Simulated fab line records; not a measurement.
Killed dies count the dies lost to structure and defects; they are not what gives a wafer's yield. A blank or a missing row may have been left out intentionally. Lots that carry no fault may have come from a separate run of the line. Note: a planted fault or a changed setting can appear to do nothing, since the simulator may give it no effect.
fab line records -- flow n5Finfet
record lots=9, wafers=27, lastDay=18
route steps=1938 shown BEOL_M8@1350 PASSIVATION@1936
lots that met no fault: from a run of the same line without faults
startH: hours from the record's first day to the start of the lot's first wafer shown -- waitH: hours elapsed since this lot's preceding step -- " same as the row above -- L1.1+2: one row covering several wafers at once -- - no value present, or no start provided -- * or withheld: withheld -- < > ~ a bound
route shown NAME@n: names a module that has steps shown in the file, with the first one's number in the route -- usual: mean and standard deviation over wafers with no fault -- same: alike in all rows -- chamber/n: place in a boat -- sites: each site's reading -- _std_site: their standard deviation -- _edge_site: inner sites' mean taken away from outer sites' mean -- radiusMm: how far each site lies from the wafer's centre -- mask NAME#n: copy n -- behind: the most recent tool/chamber to have shaped the wafer -- hold: why the lot went on hold/how many hours it stayed there/how the hold came to an end -- device: the n, p or np transistor that did not switch -- end of line: tests run on the same wafers once the route is complete -- a step with no rows: only its recipe -- killed: dies lost to structure and defects at the first sort, not the wafer's yield -- map: a wafer's dies, marking killed ones x, the rest . and places with no die _
set.NAME: the run value of the setting; set.NAME@STEP: its run value at that earlier step -- model.NAME: the simulator's own value behind a step, which no gauge read
a sample of lots followed through the steps of the route, with each step as a table and each wafer as a row
services: from which hour (startH, from the record's first day; less than 0 if before it) a tool's chamber was out of use, for how many hours, and why
## steps
# step N5_BEOL_M8_ETCH_62
# recipe chemistry=N2/H2, target=SOC, targetDepthA=1100, overetchA=220, maskMaterial=SiARC, tempC=40, timeS=165, ionEnergyEv=200, pressureMtorr=30, sourceW=840, biasW=150, n2FlowSccm=200, h2FlowSccm=200
# usual drypumpMotorCurrentA=5.49/0.3, oesProductAu=0.68/0.071, rfFwdPowerW=837.2/3, rfVppV=522.6/2.6, showerheadPlenumPTorr=2.49/0.092, throttleValvePct=17.81/0.28
# same timeS=165
lot.wafer,tool,chamber,startH,waitH,drypumpMotorCurrentA,oesProductAu,rfFwdPowerW,rfHoursCounterH,rfVppV,showerheadPlenumPTorr,throttleValvePct
L672.1,rieDiel-02,2,223.28,0.0,5.78,0.78,835.7,18,527.1,2.59,17.55
L672.2,rieDiel-02,1,223.28,0.0,4.93,0.80,833.8,10,522.8,2.49,17.40
L672.4,rieDiel-02,3,223.28,0.0,5.41,0.62,832.4,173,520.7,2.43,18.25
L674.4,rieDiel-02,3,258.29,0.0,5.38,0.62,834.5,185,521.7,2.42,18.27
L674.5,rieDiel-02,2,258.29,0.0,5.81,0.75,837.6,-,525.3,2.58,17.58
L674.6,rieDiel-02,3,258.29,0.0,5.38,0.62,837.2,-,521.5,2.42,18.27
L679.1,rieDiel-02,2,275.89,0.0,5.80,0.75,840.5,35,523.5,2.58,17.57
L679.2,rieDiel-02,3,275.89,0.0,5.40,0.62,838.9,189,520.4,2.42,18.29
L679.4,rieDiel-02,1,275.89,0.0,4.92,0.78,840.5,26,521.3,2.48,17.42
L677.2,rieDiel-01,3,276.18,0.0,5.40,0.60,835.4,207,524.5,2.53,17.64
L677.5,rieDiel-01,3,276.18,0.0,5.42,0.60,838.3,-,522.3,2.53,17.62
L677.6,rieDiel-01,0,276.18,0.0,5.43,0.75,840.4,-,522.4,2.48,17.54
L680.2,rieDiel-01,1,279.83,0.0,5.12,0.68,837.5,108,524.9,2.56,17.91
L680.3,rieDiel-01,3,279.83,0.0,5.42,0.60,833.4,209,522.2,2.53,17.64
L680.6,rieDiel-01,3,279.83,0.0,5.44,0.61,836.6,-,523.4,2.53,17.65
L681.1,rieDiel-02,3,287.55,0.0,5.39,0.62,834.4,194,519.9,2.42,18.28
L681.3,rieDiel-02,1,287.55,0.0,4.91,0.76,837.3,31,521.8,2.48,17.44
L681.4,rieDiel-02,0,287.55,0.0,5.48,0.57,834.4,235,521.8,2.40,17.97
L685.2,rieDiel-01,1,295.82,0.0,5.12,0.68,835.9,114,523.4,2.56,17.93
L685.4,rieDiel-01,3,295.82,0.0,5.44,0.60,837.9,215,522.6,2.53,17.66
L685.6,rieDiel-01,3,295.82,0.0,5.42,0.60,833.9,-,523.1,2.53,17.64
L690.1,rieDiel-03,2,353.11,0.0,5.60,0.59,838.5,245,515.1,2.28,17.95
L690.4,rieDiel-03,1,353.11,0.0,5.73,0.61,839.0,187,520.4,2.40,17.95
L690.5,rieDiel-03,3,353.11,0.0,5.77,0.68,832.7,-,520.7,2.46,17.73
L691.3,rieDiel-02,2,354.98,0.0,5.81,0.70,834.2,70,523.9,2.57,17.63
L691.4,rieDiel-02,0,354.98,0.0,5.47,0.81,838.4,1,528.0,2.72,17.53
L691.5,rieDiel-02,1,354.98,0.0,4.92,0.74,835.0,-,522.4,2.47,17.48
# step N5_BEOL_M8_DESCUM_33
# recipe chemistry=O2, timeS=7, sourcePowerW=50, biasPowerW=20, pressureMtorr=20, rfFrequencyHz=2.712e+07, tempC=40, resist=CAR-EUV, o2FlowSccm=225
# usual drypumpMotorCurrentA=5.49/0.28, o2FlowSccm=225.0/0.65, oesProductAu=0.80/0.085, rfVppV=242.5/1.4, showerheadPlenumPTorr=2.06/0.077, throttleValvePct=20.50/0.28
# same timeS=7
lot.wafer,tool,chamber,startH,waitH,drypumpMotorCurrentA,o2FlowSccm,oesProductAu,rfHoursCounterH,rfVppV,showerheadPlenumPTorr,throttleValvePct
L672.1,rieDiel-02,2,225.37,0.6,5.80,224.6,0.91,19,243.3,2.14,20.16
L672.2,rieDiel-02,1,225.37,0.6,4.94,223.9,0.97,11,242.0,2.05,20.09
L672.4,rieDiel-02,0,225.37,0.6,5.43,225.1,0.69,215,242.0,1.99,20.54
L674.4,rieDiel-02,0,259.09,0.0,5.43,226.1,0.68,226,242.4,1.99,20.55
L674.5,rieDiel-02,2,259.09,0.0,5.79,226.1,0.89,-,245.2,2.13,20.17
L674.6,rieDiel-02,1,259.09,0.0,4.91,224.9,0.93,-,242.0,2.04,20.09
L679.1,rieDiel-02,1,276.87,0.1,4.91,225.6,0.92,27,242.9,2.04,20.11
L679.2,rieDiel-02,0,276.87,0.1,5.45,226.0,0.68,230,242.0,1.99,20.56
L679.4,rieDiel-02,3,276.87,0.1,5.37,225.8,0.73,190,240.1,2.02,21.03
L677.2,rieDiel-03,3,277.14,0.0,5.75,224.6,0.84,63,242.1,2.06,20.53
L677.5,rieDiel-03,2,277.14,0.0,5.56,224.0,0.72,-,241.2,1.88,20.55
L677.6,rieDiel-03,3,277.14,0.0,5.78,224.5,0.83,-,242.8,2.06,20.54
L680.2,rieDiel-03,1,281.67,0.5,5.71,224.4,0.73,163,242.1,1.99,20.58
L680.3,rieDiel-03,2,281.67,0.5,5.57,223.7,0.72,221,239.7,1.88,20.53
L680.6,rieDiel-03,2,281.67,0.5,5.57,223.6,0.71,-,240.9,1.88,20.54
L681.1,rieDiel-03,2,288.43,0.1,5.59,224.3,0.70,224,240.3,1.88,20.52
L681.3,rieDiel-03,3,288.43,0.1,5.75,224.9,0.83,67,240.4,2.06,20.55
L681.4,rieDiel-03,1,288.43,0.1,5.67,224.1,0.73,165,241.6,1.99,20.57
L685.2,rieDiel-03,1,296.65,0.0,5.68,224.8,0.72,167,242.6,1.99,20.59
L685.4,rieDiel-03,0,296.65,0.0,5.55,224.7,0.75,134,246.5,2.19,20.84
L685.6,rieDiel-03,2,296.65,0.0,5.56,225.1,0.72,-,237.8,1.88,20.54
L690.1,rieDiel-01,2,353.98,0.0,5.95,224.8,0.78,139,244.2,2.11,20.83
L690.4,rieDiel-01,0,353.98,0.0,5.43,225.3,0.86,62,244.5,2.06,20.46
L690.5,rieDiel-01,0,353.98,0.0,5.44,225.9,0.85,-,242.2,2.06,20.43
L691.3,rieDiel-01,0,357.00,0.0,5.42,224.5,0.85,62,241.9,2.06,20.46
L691.4,rieDiel-01,3,357.00,0.0,5.39,225.3,0.69,238,242.2,2.06,20.18
L691.5,rieDiel-01,2,357.00,0.0,5.95,226.8,0.78,-,243.0,2.11,20.81
# step N5_BEOL_M8_ETCH_66
# recipe chemistry=N2/H2, target=SOC, targetDepthA=800, overetchA=160, maskMaterial=SiARC, tempC=40, timeS=120, ionEnergyEv=200, pressureMtorr=30, sourceW=840, biasW=150, n2FlowSccm=200, h2FlowSccm=200
# usual drypumpMotorCurrentA=5.50/0.29, oesProductAu=0.61/0.061, rfFwdPowerW=834.5/2.9, rfVppV=522.4/2.8, showerheadPlenumPTorr=2.49/0.093, throttleValvePct=17.82/0.27
# same timeS=120
lot.wafer,tool,chamber,startH,waitH,drypumpMotorCurrentA,oesProductAu,rfFwdPowerW,rfHoursCounterH,rfVppV,showerheadPlenumPTorr,throttleValvePct
L672.1,rieDiel-02,2,225.45,0.0,5.79,0.69,834.6,19,526.2,2.59,17.53
L672.2,rieDiel-02,1,225.45,0.0,4.92,0.72,832.6,11,521.6,2.49,17.38
L672.4,rieDiel-02,0,225.45,0.0,5.47,0.52,839.9,215,519.1,2.41,17.90
L674.4,rieDiel-02,0,259.17,0.0,5.46,0.52,836.5,226,519.8,2.41,17.93
L674.5,rieDiel-02,2,259.17,0.0,5.82,0.68,841.2,-,524.5,2.58,17.55
L674.6,rieDiel-02,1,259.17,0.0,4.92,0.71,831.8,-,522.7,2.48,17.41
L679.1,rieDiel-02,1,276.95,0.0,4.93,0.69,831.9,27,524.1,2.48,17.42
L679.2,rieDiel-02,0,276.95,0.0,5.50,0.52,834.0,230,519.0,2.41,17.93
L679.4,rieDiel-02,3,276.95,0.0,5.40,0.56,831.4,190,520.5,2.42,18.27
L677.2,rieDiel-03,3,277.22,0.0,5.78,0.64,831.2,63,523.0,2.47,17.67
L677.5,rieDiel-03,2,277.22,0.0,5.60,0.55,838.2,-,518.0,2.29,17.90
L677.6,rieDiel-03,3,277.22,0.0,5.76,0.64,836.1,-,521.0,2.47,17.65
L680.2,rieDiel-03,1,281.75,0.0,5.72,0.56,834.4,163,519.1,2.41,17.90
L680.3,rieDiel-03,2,281.75,0.0,5.59,0.54,833.1,221,516.3,2.29,17.91
L680.6,rieDiel-03,2,281.75,0.0,5.59,0.54,830.5,-,518.7,2.29,17.90
L681.1,rieDiel-03,2,288.51,0.0,5.60,0.55,839.2,224,517.5,2.29,17.90
L681.3,rieDiel-03,3,288.51,0.0,5.79,0.63,838.4,67,521.9,2.47,17.67
L681.4,rieDiel-03,1,288.51,0.0,5.68,0.56,1039.9,165,483.4,2.41,17.92
L685.2,rieDiel-03,1,296.73,0.0,5.70,0.56,1036.8,167,484.6,2.41,17.91
L685.4,rieDiel-03,0,296.73,0.0,5.59,0.57,834.6,134,527.7,2.66,18.23
L685.6,rieDiel-03,2,296.73,0.0,5.57,0.54,835.2,-,516.9,2.29,17.91
L690.1,rieDiel-01,2,354.06,0.0,5.95,0.59,834.0,139,525.0,2.55,18.11
L690.4,rieDiel-01,0,354.06,0.0,5.44,0.64,833.0,62,524.4,2.47,17.59
L690.5,rieDiel-01,0,354.06,0.0,5.45,0.64,831.6,-,521.4,2.47,17.58
L691.3,rieDiel-01,0,357.08,0.0,5.49,0.65,833.3,62,524.5,2.47,17.57
L691.4,rieDiel-01,3,357.08,0.0,5.44,0.53,835.6,238,523.7,2.52,17.68
L691.5,rieDiel-01,2,357.08,0.0,5.95,0.59,835.3,-,523.8,2.55,18.13
# step N5_BEOL_M8_TRENCH_ETCH_37
# recipe chemistry=C4F6/O2, targetDepthA=934.78, target=SiCOH_lowk, timeS=31.2, ionEnergyEv=250, pressureMtorr=30, sourceW=345, biasW=185, Ar_flow_sccm=300, C4F6_flow_sccm=10, O2_flow_sccm=10
# usual drypumpMotorCurrentA=5.49/0.28, mfcArSccm=300.0/0.77, oesProductAu=0.80/0.086, rfFwdPowerW=339.6/2.4, rfVppV=663/10, showerheadPlenumPTorr=2.80/0.097, throttleValvePct=20.99/0.23
# same timeS=31.2
lot.wafer,tool,chamber,startH,waitH,drypumpMotorCurrentA,mfcArSccm,oesProductAu,rfFwdPowerW,rfHoursCounterH,rfVppV,showerheadPlenumPTorr,throttleValvePct
L672.1,rieDiel-02,2,-,-,5.80,300.4,0.91,343.0,19,647,2.92,20.74
L672.2,rieDiel-02,1,-,-,4.93,301.1,0.96,335.5,11,676,2.81,20.70
L672.4,rieDiel-02,0,-,-,5.45,300.2,0.69,341.4,215,663,2.71,20.98
L674.4,rieDiel-02,0,-,-,5.42,300.0,0.68,341.7,226,663,2.71,21.00
L674.5,rieDiel-02,2,-,-,5.78,299.4,0.88,342.7,-,648,2.91,20.75
L674.6,rieDiel-02,1,-,-,4.93,301.3,0.94,335.6,-,675,2.80,20.72
L679.1,rieDiel-02,1,-,-,4.91,300.3,0.93,338.8,27,675,2.80,20.71
L679.2,rieDiel-02,0,-,-,5.46,299.6,0.68,342.1,230,660,2.71,21.01
L679.4,rieDiel-02,3,-,-,5.40,300.5,0.73,334.9,190,657,2.74,21.43
L677.2,rieDiel-03,3,-,-,5.81,299.8,0.86,343.2,63,655,2.79,20.99
L677.5,rieDiel-03,2,-,-,5.58,300.1,0.72,338.1,-,669,2.60,21.18
L677.6,rieDiel-03,3,-,-,5.78,300.1,0.86,342.2,-,654,2.79,21.01
L680.2,rieDiel-03,1,-,-,5.69,301.0,0.74,341.8,163,683,2.70,20.95
L680.3,rieDiel-03,2,-,-,5.58,299.7,0.72,340.6,221,670,2.60,21.18
L680.6,rieDiel-03,2,-,-,5.58,299.8,0.71,340.4,-,670,2.60,21.19
L681.1,rieDiel-03,2,-,-,5.56,300.0,0.71,338.5,224,672,2.60,21.19
L681.3,rieDiel-03,3,-,-,5.78,299.4,0.84,342.1,67,654,2.79,21.01
L681.4,rieDiel-03,1,-,-,5.67,301.5,0.74,343.2,165,684,2.70,20.94
L685.2,rieDiel-03,1,-,-,5.72,299.6,0.74,343.1,167,682,2.70,20.96
L685.4,rieDiel-03,0,-,-,5.56,299.8,0.75,336.1,134,664,2.96,21.32
L685.6,rieDiel-03,2,-,-,5.58,298.8,0.72,338.5,-,670,2.60,21.21
L690.1,rieDiel-01,2,-,-,5.95,299.6,0.78,338.6,139,651,2.83,21.13
L690.4,rieDiel-01,0,-,-,5.44,301.1,0.86,340.7,62,657,2.77,20.79
L690.5,rieDiel-01,0,-,-,5.47,300.2,0.85,340.0,-,656,2.77,20.76
L691.3,rieDiel-01,0,-,-,5.41,299.1,0.85,339.8,62,656,2.77,20.77
L691.4,rieDiel-01,3,-,-,5.42,300.6,0.69,340.6,238,666,2.82,20.73
L691.5,rieDiel-01,2,-,-,5.94,300.3,0.78,337.1,-,652,2.83,21.12
# step N5_PASSIVATION_PROBE_49
# usual defectLimitedYield=91.3/1.3, killed_at_M0_to_M3=36/12, killed_at_M4_up=13/4.6, killedAtContacts=13/5.4, killedAtFrontEnd=37/10, killedAtOther=3.6/2.9, killedDies=102/15, killedOpen=67/12, killedShort=33/7.5, sort_bin_5_function=5.1/0.93, sort_bin_6_memory=3.2/0.62, sortNPass=1078/15, sortYieldPct=91.3/1.3
# same grossDies=1180, killedAtBackSide=0, sort_bin_4_leakage[%]=0, sort_bin_8_speed[%]=0
lot.wafer,tool,chamber,startH,waitH,defectLimitedYield[%],killed_at_M0_to_M3,killed_at_M4_up,killedAtContacts,killedAtFrontEnd,killedAtOther,killedDies,killedOpen,killedShort,sort_bin_5_function[%],sort_bin_6_memory[%],sortNPass,sortYieldPct[%]
L672.1,prober-02,-,302.87,0.0,88.6,44,15,18,48,9,134,83,45,6.7,3.9,1046,88.6
L672.2,prober-02,-,302.92,0.1,89.0,49,10,9,57,5,130,71,56,6.4,3.7,1050,89.0
L672.4,prober-02,-,303.02,0.2,90.6,36,8,6,52,9,111,67,40,5.3,3.8,1069,90.6
L674.4,prober-01,-,329.02,0.2,89.5,43,20,26,34,1,124,87,37,6.4,3.6,1056,89.5
L674.5,prober-01,-,329.07,0.2,91.4,31,9,12,43,6,101,73,27,5.3,3.2,1079,91.4
L674.6,prober-01,-,329.12,0.3,91.5,36,17,16,26,5,100,67,29,5.3,3.1,1080,91.5
L679.1,prober-01,-,345.68,0.0,91.6,42,14,5,36,2,99,66,33,4.5,3.8,1081,91.6
L679.2,prober-01,-,345.73,0.1,95.0,24,4,9,21,1,59,38,21,3.1,1.8,1121,95.0
L679.4,prober-01,-,345.83,0.2,93.8,31,6,6,27,3,73,46,27,3.1,2.7,1107,93.8
L677.2,prober-01,-,351.68,0.1,91.5,27,9,25,37,2,100,58,42,4.8,3.2,1080,91.5
L677.5,prober-01,-,351.83,0.2,91.9,29,11,12,41,2,95,72,23,4.7,3.1,1085,91.9
L677.6,prober-01,-,351.88,0.3,91.7,42,9,25,22,0,98,62,36,4.4,3.6,1082,91.7
L680.2,prober-02,-,354.45,0.1,92.4,18,12,12,48,0,90,59,31,3.7,3.5,1090,92.4
L680.3,prober-02,-,354.50,0.1,93.0,22,20,10,30,1,83,57,26,4.5,2.2,1097,93.0
L680.6,prober-02,-,354.65,0.3,90.1,40,18,19,38,2,117,82,33,6.2,3.6,1063,90.1
L681.1,prober-02,-,360.45,0.0,90.9,49,8,15,34,1,107,67,39,5.8,3.0,1073,90.9
L681.3,prober-02,-,360.55,0.1,91.3,39,9,9,38,8,103,62,40,5.3,3.2,1077,91.3
L681.4,prober-02,-,360.60,0.2,90.8,30,27,14,32,6,109,73,36,4.7,4.1,1071,90.8
L685.2,prober-02,-,370.01,0.1,92.8,35,10,15,21,4,85,49,34,3.4,3.1,1095,92.8
L685.4,prober-02,-,370.11,0.2,91.5,39,17,7,35,2,100,68,31,4.9,3.4,1080,91.5
L685.6,prober-02,-,370.21,0.3,93.3,20,14,11,32,2,79,55,24,4.4,2.0,1101,93.3
L690.1,prober-01,-,424.10,0.0,88.2,75,8,10,43,3,139,100,39,7.8,3.5,1041,88.2
L690.4,prober-01,-,424.25,0.2,90.0,56,9,10,41,2,118,70,48,6.1,3.4,1062,90.0
L690.5,prober-01,-,424.30,0.2,91.4,42,7,16,34,3,102,72,28,4.9,3.5,1078,91.4
L691.3,prober-02,-,424.40,0.1,91.7,34,14,18,26,6,98,68,25,4.3,3.3,1082,91.7
L691.4,prober-02,-,424.45,0.2,89.2,48,12,19,43,5,127,79,41,6.4,3.3,1053,89.2
L691.5,prober-02,-,424.50,0.2,89.7,52,13,12,42,3,122,81,41,5.7,4.6,1058,89.7
# killed by level:class
L672.1 STI_FIN_REVEAL:geometricParticle:open=17 BEOL_M0_SAQP:geometricParticle:open=13 MOL_CONTACT_COAG:geometricParticle:open=10 BEOL_M2:geometricParticle:open=9 BEOL_M0_SAQP:geometricParticle:short=8 MOL_CONTACT_COAG:geometricParticle:short=7 FIN_SAQP:geometricParticle:short=6 GATE_CUT:geometricParticle:short=6
L672.2 FIN_SAQP:geometricParticle:short=18 STI_FIN_REVEAL:geometricParticle:open=12 BEOL_M0_SAQP:geometricParticle:short=11 BEOL_M0_SAQP:geometricParticle:open=11 BEOL_M1:geometricParticle:open=8 MOL_CONTACT_COAG:geometricParticle:open=7 FIN_SAQP:geometricParticle:open=5 BEOL_M2:geometricParticle:open=5
L672.4 STI_FIN_REVEAL:geometricParticle:open=14 BEOL_M2:geometricParticle:open=12 FIN_SAQP:geometricParticle:short=9 BEOL_M0_SAQP:geometricParticle:short=7 STARTING-WAFER:geometricParticle:short=6 BEOL_M3:geometricParticle:open=6 FIN_SAQP:geometricParticle:open=5 MOL_CONTACT_COAG:geometricParticle:open=5
L674.4 BEOL_M2:geometricParticle:open=18 MOL_CONTACT_COAG:geometricParticle:open=16 MOL_CONTACT_COAG:geometricParticle:short=10 BEOL_M0_SAQP:geometricParticle:short=9 BEOL_M4:geometricParticle:open=9 BEOL_M0_SAQP:geometricParticle:open=8 FIN_SAQP:geometricParticle:short=6 GATE_CUT:geometricParticle:open=5
L674.5 MOL_CONTACT_COAG:geometricParticle:open=12 STI_FIN_REVEAL:geometricParticle:open=11 BEOL_M2:geometricParticle:open=8 FIN_SAQP:geometricParticle:open=7 GATE_CUT:geometricParticle:open=6 BEOL_M1:geometricParticle:open=5 FIN_SAQP:geometricParticle:short=5 BEOL_M0_SAQP:geometricParticle:open=5
L674.6 MOL_CONTACT_COAG:geometricParticle:open=13 BEOL_M2:geometricParticle:open=12 BEOL_M0_SAQP:geometricParticle:open=5 BEOL_M2:geometricParticle:short=5 FIN_SAQP:geometricParticle:short=4 STI_FIN_REVEAL:geometricParticle:open=4 GATE_CUT:geometricParticle:short=4 BEOL_M0_SAQP:geometricParticle:short=4
L679.1 BEOL_M3:geometricParticle:open=9 BEOL_M0_SAQP:geometricParticle:open=8 FIN_SAQP:geometricParticle:short=7 STI_FIN_REVEAL:geometricParticle:open=7 BEOL_M2:geometricParticle:open=7 BEOL_M0_SAQP:geometricParticle:short=6 BEOL_M1:geometricParticle:open=5 BEOL_M4:geometricParticle:open=5
L679.2 BEOL_M0_SAQP:geometricParticle:open=8 BEOL_M2:geometricParticle:short=8 MOL_CONTACT_COAG:geometricParticle:open=6 FIN_SAQP:geometricParticle:open=3 STI_FIN_REVEAL:geometricParticle:open=3 MOL_CONTACT_COAG:geometricParticle:short=3 STARTING-WAFER:geometricParticle:open=3 STARTING-WAFER:geometricParticle:short=3
L679.4 BEOL_M1:geometricParticle:open=8 BEOL_M0_SAQP:geometricParticle:open=6 MOL_CONTACT_COAG:geometricParticle:open=5 BEOL_M2:geometricParticle:open=5 FIN_SAQP:geometricParticle:short=4 STI_FIN_REVEAL:geometricParticle:open=4 BEOL_M2:geometricParticle:short=4 ILD0:geometricParticle:open=3
L677.2 MOL_CONTACT_COAG:geometricParticle:open=17 FIN_SAQP:geometricParticle:short=11 MOL_CONTACT_COAG:geometricParticle:short=8 FIN_SAQP:geometricParticle:open=7 BEOL_M0_SAQP:geometricParticle:short=7 BEOL_M0_SAQP:geometricParticle:open=5 BEOL_M2:geometricParticle:open=5 BEOL_M4:geometricParticle:open=4
L677.5 MOL_CONTACT_COAG:geometricParticle:open=10 FIN_SAQP:geometricParticle:open=9 DUMMY_GATE:geometricParticle:open=9 BEOL_M2:geometricParticle:open=9 BEOL_M1:geometricParticle:open=7 BEOL_M0_SAQP:geometricParticle:open=6 BEOL_M4:geometricParticle:open=6 STARTING-WAFER:geometricParticle:open=6
L677.6 MOL_CONTACT_COAG:geometricParticle:open=22 BEOL_M0_SAQP:geometricParticle:open=12 BEOL_M0_SAQP:geometricParticle:short=10 FIN_SAQP:geometricParticle:short=5 BEOL_M2:geometricParticle:open=5 BEOL_M3:geometricParticle:short=5 BEOL_M4:geometricParticle:open=4 STARTING-WAFER:geometricParticle:short=4
L680.2 FIN_SAQP:geometricParticle:short=12 STI_FIN_REVEAL:geometricParticle:open=11 MOL_CONTACT_COAG:geometricParticle:open=9 BEOL_M1:geometricParticle:open=8 BEOL_M4:geometricParticle:open=7 GATE_CUT:geometricParticle:short=6 BEOL_M2:geometricParticle:open=6 STARTING-WAFER:geometricParticle:open=4
L680.3 BEOL_M4:geometricParticle:open=14 STI_FIN_REVEAL:geometricParticle:open=8 MOL_CONTACT_COAG:geometricParticle:open=7 BEOL_M1:geometricParticle:open=7 FIN_SAQP:geometricParticle:short=6 FIN_SAQP:geometricParticle:open=5 BEOL_M0_SAQP:geometricParticle:open=4 STI_FIN_REVEAL:geometricParticle:short=3
L680.6 MOL_CONTACT_COAG:geometricParticle:open=16 BEOL_M1:geometricParticle:open=16 BEOL_M4:geometricParticle:open=11 FIN_SAQP:geometricParticle:open=8 FIN_SAQP:geometricParticle:short=8 BEOL_M0:geometricParticle:open=6 GATE_CUT:geometricParticle:short=4 BEOL_M0_SAQP:geometricParticle:open=4
L681.1 BEOL_M0_SAQP:geometricParticle:short=14 STI_FIN_REVEAL:geometricParticle:open=13 MOL_CONTACT_COAG:geometricParticle:open=10 BEOL_M0_SAQP:geometricParticle:open=10 BEOL_M1:geometricParticle:open=9 BEOL_M3:geometricParticle:open=7 MOL_CONTACT_COAG:geometricParticle:short=5 STI_FIN_REVEAL:geometricParticle:short=5
L681.3 BEOL_M3:geometricParticle:open=11 BEOL_M0_SAQP:geometricParticle:short=9 FIN_SAQP:geometricParticle:short=7 MOL_CONTACT_COAG:geometricParticle:open=7 BEOL_M3:geometricParticle:short=6 STI_FIN_REVEAL:geometricParticle:open=6 DUMMY_GATE:geometricParticle:open=6 BEOL_M0_SAQP:geometricParticle:open=5
L681.4 BEOL_M4:geometricParticle:open=17 FIN_SAQP:geometricParticle:open=11 MOL_CONTACT_COAG:geometricParticle:open=8 BEOL_M0_SAQP:geometricParticle:short=8 FIN_SAQP:geometricParticle:short=6 MOL_CONTACT_COAG:geometricParticle:short=6 BEOL_M0_SAQP:geometricParticle:open=6 BEOL_M2:geometricParticle:open=5
L685.2 MOL_CONTACT_COAG:geometricParticle:open=9 BEOL_M0_SAQP:geometricParticle:short=9 BEOL_M0_SAQP:geometricParticle:open=7 MOL_CONTACT_COAG:geometricParticle:short=6 STI_FIN_REVEAL:geometricParticle:open=5 BEOL_M1:geometricParticle:short=5 BEOL_M3:geometricParticle:open=5 FIN_SAQP:geometricParticle:open=4
L685.4 BEOL_M3:geometricParticle:open=12 BEOL_M0_SAQP:geometricParticle:open=9 BEOL_M0_SAQP:geometricParticle:short=8 FIN_SAQP:geometricParticle:open=6 STI_FIN_REVEAL:geometricParticle:open=6 BEOL_M4:geometricParticle:open=6 MOL_CONTACT_COAG:geometricParticle:open=5 DUMMY_GATE:geometricParticle:open=4
L685.6 MOL_CONTACT_COAG:geometricParticle:open=9 FIN_SAQP:geometricParticle:short=6 BEOL_M4:geometricParticle:open=6 FIN_SAQP:geometricParticle:open=5 GATE_CUT:geometricParticle:short=5 GATE_CUT:geometricParticle:open=4 BEOL_M0_SAQP:geometricParticle:open=4 BEOL_M2:geometricParticle:open=4
L690.1 BEOL_M3:geometricParticle:open=18 BEOL_M0_SAQP:geometricParticle:short=13 BEOL_M2:geometricParticle:open=13 BEOL_M0_SAQP:geometricParticle:open=12 FIN_SAQP:geometricParticle:open=11 MOL_CONTACT_COAG:geometricParticle:open=9 GATE_CUT:geometricParticle:open=9 BEOL_M1:geometricParticle:open=8
L690.4 BEOL_M2:geometricParticle:open=15 BEOL_M0_SAQP:geometricParticle:short=11 BEOL_M3:geometricParticle:open=11 FIN_SAQP:geometricParticle:open=9 MOL_CONTACT_COAG:geometricParticle:open=7 GATE_CUT:geometricParticle:short=6 BEOL_M0_SAQP:geometricParticle:open=6 BEOL_M2:geometricParticle:short=6
L690.5 MOL_CONTACT_COAG:geometricParticle:open=15 FIN_SAQP:geometricParticle:open=9 BEOL_M2:geometricParticle:open=8 BEOL_M3:geometricParticle:open=8 FIN_SAQP:geometricParticle:short=7 BEOL_M0_SAQP:geometricParticle:open=7 GATE_CUT:geometricParticle:short=5 BEOL_M0_SAQP:geometricParticle:short=5
L691.3 MOL_CONTACT_COAG:geometricParticle:open=14 BEOL_M0_SAQP:geometricParticle:short=13 BEOL_M0_SAQP:geometricParticle:open=12 FIN_SAQP:geometricParticle:open=7 BEOL_M4:geometricParticle:open=7 HKMG_FIN:areaEtch=5 STI_FIN_REVEAL:geometricParticle:open=4 MOL_CONTACT_COAG:geometricParticle:short=4
L691.4 MOL_CONTACT_COAG:geometricParticle:open=18 BEOL_M0_SAQP:geometricParticle:short=14 STI_FIN_REVEAL:geometricParticle:open=13 BEOL_M1:geometricParticle:open=8 HKMG_FIN:areaEtch=7 BEOL_M0_SAQP:geometricParticle:open=6 FIN_SAQP:geometricParticle:open=5 BEOL_M3:geometricParticle:open=5
L691.5 STI_FIN_REVEAL:geometricParticle:open=17 BEOL_M0_SAQP:geometricParticle:short=13 BEOL_M0_SAQP:geometricParticle:open=11 MOL_CONTACT_COAG:geometricParticle:open=11 BEOL_M2:geometricParticle:open=6 BEOL_M3:geometricParticle:open=6 FIN_SAQP:geometricParticle:short=5 STI_FIN_REVEAL:geometricParticle:short=5
## services
tool,chamber,startH,hours,kind
rieDiel-03,3,201.09,8.5,repair
rieDiel-01,1,205.35,2.7,repair
rieDiel-01,3,237.65,3.0,repair
rieDiel-01,2,253.64,4.9,repair
rieDiel-02,0,323.54,-,clean
rieDiel-02,0,323.54,-,consumableReplace:focusRing
rieDiel-02,0,323.54,-,consumableReplace:showerhead
rieDiel-02,0,323.54,27.2,scheduledDown
rieDiel-02,0,323.54,27.2,ventCycle
rieDiel-02,3,346.66,4.7,repair
## key
firstSign step=N5_BEOL_M8_ETCH_66, reading=rfFwdPowerW, direction=up, sigmas=71, usual=*, struck=*
effect step=N5_BEOL_M8_ETCH_66, reading=rfVppV, direction=down, sigmas=14, usual=522.4, struck=484.0
metAt N5_BEOL_M8_ETCH_66
struckLots L681,L685
struckWafers L681.4,L685.2
notActingAt N5_BEOL_M8_ETCH_62,N5_BEOL_M8_DESCUM_33,N5_BEOL_M8_TRENCH_ETCH_37
onsetBetween 281.75 288.51
fault kind=processParameterDrift, tool=rieDiel-03, chamber=1, onsetH=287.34, steps=N5_BEOL_M8_ETCH_66, channel=sourceW, offset=201.6, shape=step, endH=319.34, actsIn=theseRecipesOnly, stated=840
